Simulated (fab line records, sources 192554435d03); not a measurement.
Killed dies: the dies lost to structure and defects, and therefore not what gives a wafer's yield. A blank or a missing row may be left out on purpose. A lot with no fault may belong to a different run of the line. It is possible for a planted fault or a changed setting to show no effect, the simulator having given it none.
A struck lot beside a sound one | flow n5_finfet | 15 out of 1938 route steps
Sound: the wafers L398.1, L398.3, L398.4. Struck: wafer L400.6. (L400.5 of the same lot was not struck and is left out.) The cause comes at the end.
Each step with rows lists, per side, the tool, then ch with its chambers, then its first start. Under that, the readings that differ: sound wafers | struck wafers | difference of the means | sigmas: that difference in standard deviations of wafers without a fault.
alike: readings with means less than 2 such deviations apart, plus words and numbers identical on both sides. not compared: withheld readings, readings lacking a value on some wafer, bounds such as >300 that could conceal the same value, and numbers that have no deviation in the record and whose values overlap.
The two part at a step that has a row with sigmas, a row that says differs or no value, or rows on one side only. Numbers that have no deviation but don't overlap get no sigmas and don't part them. Lack of a reading on every wafer of one side parts them only where that side has two or more wafers.

first, 2 steps without rows for these wafers: N5_BEOL_M3_SPUTTER_90 (material Cu, target thk 4.5 nm, time 8.29 s); N5_BEOL_M3_ANNEAL_91 (time 240 s).
N5_BEOL_M3_SPUTTER_92: material Cu, target thk 4.5 nm, time 8.29 s.
  sound on pvd_sputter-02, day 11 13:59; struck on pvd_sputter-03, day 12 18:57
  reading                | sound          | struck | difference | sigmas
  throttle_valve_pct (%) | 32.2 30.2 31.5 | 29.1   | -2.2       | -2
  alike: susceptor_temp_C
then, 1 step without rows for these wafers: N5_BEOL_M3_ANNEAL_93 (time 240 s).
N5_BEOL_M3_SPUTTER_94: material Cu, target thk 4.5 nm, time 8.29 s.
  sound on pvd_sputter-02, day 11 14:13; struck on pvd_sputter-03, day 12 19:10
  reading                | sound          | struck | difference | sigmas
  throttle_valve_pct (%) | 32.0 30.5 31.6 | 28.8   | -2.6       | -3
  alike: susceptor_temp_C
then, 1 step without rows for these wafers: N5_BEOL_M3_ANNEAL_95 (time 240 s).
N5_BEOL_M3_SPUTTER_96: material Cu, target thk 4.5 nm, time 8.29 s.
  sound on pvd_sputter-02, day 11 14:26; struck on pvd_sputter-03, day 12 19:23
  reading                | sound          | struck | difference | sigmas
  throttle_valve_pct (%) | 32.3 30.1 31.7 | 28.8   | -2.6       | -3
  alike: susceptor_temp_C
then, 2 steps without rows for these wafers: N5_BEOL_M3_ECD_50 (material Cu, target thk 300 nm); N5_BEOL_M3_ANNEAL_51 (time 90 s).
N5_BEOL_M3_CMP_52: polishes, stops on SiOC, t overpolish 6.8 s, target thk 40 nm.
  sound on cmp-03 ch 0,1,2, day 11 15:12; struck on cmp-01 ch 3, day 12 20:00
  alike: barrier_field_endpoint_s, motor_current_A, overpolish_run_s, time_to_endpoint_s
  not compared: pad_life_wafers
N5_BEOL_M3_THK_MEAS_53: measures by xrf.
  sound on film_metro-02, day 11 15:29; struck on film_metro-02, day 12 20:08
  reading     | sound          | struck | difference | sigmas
  M3_THK (nm) | 37.7 37.1 39.0 | 42.0   | +4.1       | +3
N5_BEOL_M3_PRE_CLEAN_60: time 15 s.
  sound on cvd_co-02 ch 0,1,2, day 11 15:32; struck on cvd_co-02 ch 0, day 12 20:12
  alike: heater_power_w
  not compared: susceptor_temp_C
N5_BEOL_M3_CO_CAP_55: material Co, precursor CCTBA/H2, target thk 2 nm, time 102.1 s.
  sound on cvd_co-02 ch 0,1,2, day 11 15:34; struck on cvd_co-02 ch 0, day 12 20:15
  reading                                   | sound             | struck | difference | sigmas
  run_length_s (s)                          | 125.2 125.5 125.2 | 97.7   | -27.6      | -54
  model.Co_of_BEOL_M3_CO_CAP_55.thk_nm (nm) | 2.2 2 2           | 1.4    | -0.7       |
  alike: heater_power_w
  not compared: susceptor_temp_C
then, 1 step without rows for these wafers: N5_BEOL_M3_PRE_CLEAN_56 (time 15 s).
N5_BEOL_M4_RC_MEAS_101:
  sound on prober-01 ch 0, day 12 16:37; struck on prober-02 ch 0, day 14 00:01
  reading        | sound             | struck | difference | sigmas
  IOFF_N (nA/um) | 0.174 0.190 0.160 | 0.121  | -0.054     | -2
  SS_N (mV/dec)  | 71.6 72.7 71.8    | 70.5   | -1.5       | -3
  alike: DIBL_N, DIBL_P, IOFF_P, ION_N, ION_P, SS_P, VT_N, VT_P

== WHERE THEY PART ==
Earliest at N5_BEOL_M3_SPUTTER_92; latest, in this record, at N5_BEOL_M4_RC_MEAS_101.

WHY: whatever the simulator had introduced
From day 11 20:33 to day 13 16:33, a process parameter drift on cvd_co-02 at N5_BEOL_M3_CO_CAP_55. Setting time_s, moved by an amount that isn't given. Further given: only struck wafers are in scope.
